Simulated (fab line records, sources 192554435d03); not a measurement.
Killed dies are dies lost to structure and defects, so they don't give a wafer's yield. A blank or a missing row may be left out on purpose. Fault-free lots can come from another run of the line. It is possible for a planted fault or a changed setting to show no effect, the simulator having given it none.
Chamber matching || flow n5-finfet || N5_BEOL_M4_ILD_DEP_00 on pecvd-01: 3 sister chambers
The step deposits SiOC from DEMS/O2, target thk 79 nm, time 15.3 s. 3 wafers are shown with their chamber, then 8 later ones without.

WAFERS, EACH WITH ITS CHAMBER
{"wafer": "L078.6", "chamber": 0, "throttle-valve-pct (%)": 11.7}
{"wafer": "L081.4", "chamber": 2, "throttle-valve-pct (%)": 13.0}
{"wafer": "L084.1", "chamber": 1, "throttle-valve-pct (%)": 12.4}

WAFERS WITH NO CHAMBER GIVEN
{"wafer": "L084.3", "throttle-valve-pct (%)": 12.3}
{"wafer": "L084.5", "throttle-valve-pct (%)": 12.0}
{"wafer": "L089.1", "throttle-valve-pct (%)": 11.9}
{"wafer": "L089.4", "throttle-valve-pct (%)": 12.2}
{"wafer": "L089.6", "throttle-valve-pct (%)": 11.5}
{"wafer": "L092.4", "throttle-valve-pct (%)": 12.6}
{"wafer": "L092.5", "throttle-valve-pct (%)": 11.5}
{"wafer": "L092.6", "throttle-valve-pct (%)": 11.9}

THE CHAMBER EACH PASSED THROUGH
{"wafer": "L084.3", "from the rows above": 1, "in truth": 1}
{"wafer": "L084.5", "from the rows above": "can't be placed: 0 or 1", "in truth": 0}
{"wafer": "L089.1", "from the rows above": "can't be placed: 0 or 1", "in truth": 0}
{"wafer": "L089.4", "from the rows above": "can't be placed: 1 or 0", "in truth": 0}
{"wafer": "L089.6", "from the rows above": 0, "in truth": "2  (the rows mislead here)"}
{"wafer": "L092.4", "from the rows above": "can't be placed: 1 or 2", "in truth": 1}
{"wafer": "L092.5", "from the rows above": 0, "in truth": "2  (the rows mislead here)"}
{"wafer": "L092.6", "from the rows above": "can't be placed: 0 or 1", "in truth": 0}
Placed correctly: 1 of 8. Unplaceable from these rows: 5, with the true chamber sitting among the candidates in 5. Number placed wrongly: 2.
How it was worked out, from the rows above alone: a wafer's distance from a chamber is the root of the sum, over the readings, of the square of ((its reading less the chamber's mean) divided by the reading's scatter). The wafer belongs to the nearest chamber; if the next one is less than 2 further off, it can't be placed. Each chamber's mean is taken over the wafers shown for it. The scatter (one wafer shown for each chamber): square how far every hidden wafer sits from the nearest shown wafer, average those squares and take the square root.
